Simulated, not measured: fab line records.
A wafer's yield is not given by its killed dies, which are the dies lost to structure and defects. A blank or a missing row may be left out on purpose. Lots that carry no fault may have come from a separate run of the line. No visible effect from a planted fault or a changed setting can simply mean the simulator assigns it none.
Matching of chambers | flow nand harc | NHARC_A_CHANNEL_FILL_D2_ALD_02 on ald hk-04 has 4 sister chambers
The step deposits SiO2, target thk 6 nm, pulse time 10 s, ald cycles 60. 14 wafers are shown with their chamber, then 7 later ones without.

## WAFERS WITH THEIR CHAMBER
wafer  | chamber | heater power w (W) | heater power outer w (W) | precursor pulse height rel
L221.1 | 1       | 370                | 213                      | 0.994
L221.3 | 0       | 433                | 249                      | 1.010
L221.4 | 3       | 492                | 269                      | 1.014
L222.1 | 0       | 435                | 241                      | 0.998
L222.2 | 2       | 496                | 261                      | 0.987
L222.4 | 3       | 493                | 264                      | 0.986
L226.3 | 2       | 501                | 265                      | 0.986
L226.4 | 1       | 362                | 211                      | 1.021
L226.6 | 0       | 425                | 247                      | 0.982
L227.4 | 2       | 496                | 264                      | 1.005
L227.5 | 1       | 356                | 211                      | 0.996
L227.6 | 0       | 425                | 241                      | 1.021
L228.1 | 3       | 506                | 258                      | 1.021
L228.2 | 2       | 496                | 265                      | 1.011

SIGNATURES (means of the wafers above)
reading                    | chamber 0 | chamber 1 | chamber 2 | chamber 3 | scatter within a chamber
heater power w             | 429.50    | 362.67    | 497.25    | 497.00    | 5.68
heater power outer w       | 244.50    | 211.67    | 263.75    | 263.67    | 3.54
precursor pulse height rel | 1.00275   | 1.00367   | 0.99725   | 1.00700   | 0.0157
Rule: distance of a wafer from a chamber = root of the sum over the readings of ((wafer's reading minus chamber's mean) / reading's scatter) squared. If the next closest chamber is less than 2 further off than the closest, the wafer can't be placed; otherwise it belongs to the closest. The scatter is the square root of a quotient: the sum, over the shown wafers, of each reading's squared deviation from its chamber's mean, divided by wafers minus chambers.

## WAFERS WITH NO CHAMBER GIVEN
wafer  | heater power w (W) | heater power outer w (W) | precursor pulse height rel
L228.5 | 350                | 206                      | 0.980
L240.2 | 480                | 269                      | 1.010
L240.4 | 429                | 240                      | 0.993
L240.6 | 476                | 257                      | 0.968
L242.1 | 494                | 266                      | 0.992
L242.2 | 366                | 214                      | 1.009
L242.5 | 501                | 266                      | 0.991

## THE CHAMBER EACH PASSED THROUGH
wafer  | from the rows above     | in truth
L228.5 | 1                       | 1
L240.2 | can't be placed: 3 or 2 | 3
L240.4 | 0                       | 0
L240.6 | can't be placed: 2 or 3 | 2
L242.1 | can't be placed: 2 or 3 | 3
L242.2 | 1                       | 1
L242.5 | can't be placed: 2 or 3 | 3
3 of 7 placed correctly. Cannot be placed on the basis of these rows: 4; the candidates contain the true chamber in 4. Wrongly placed: 0.
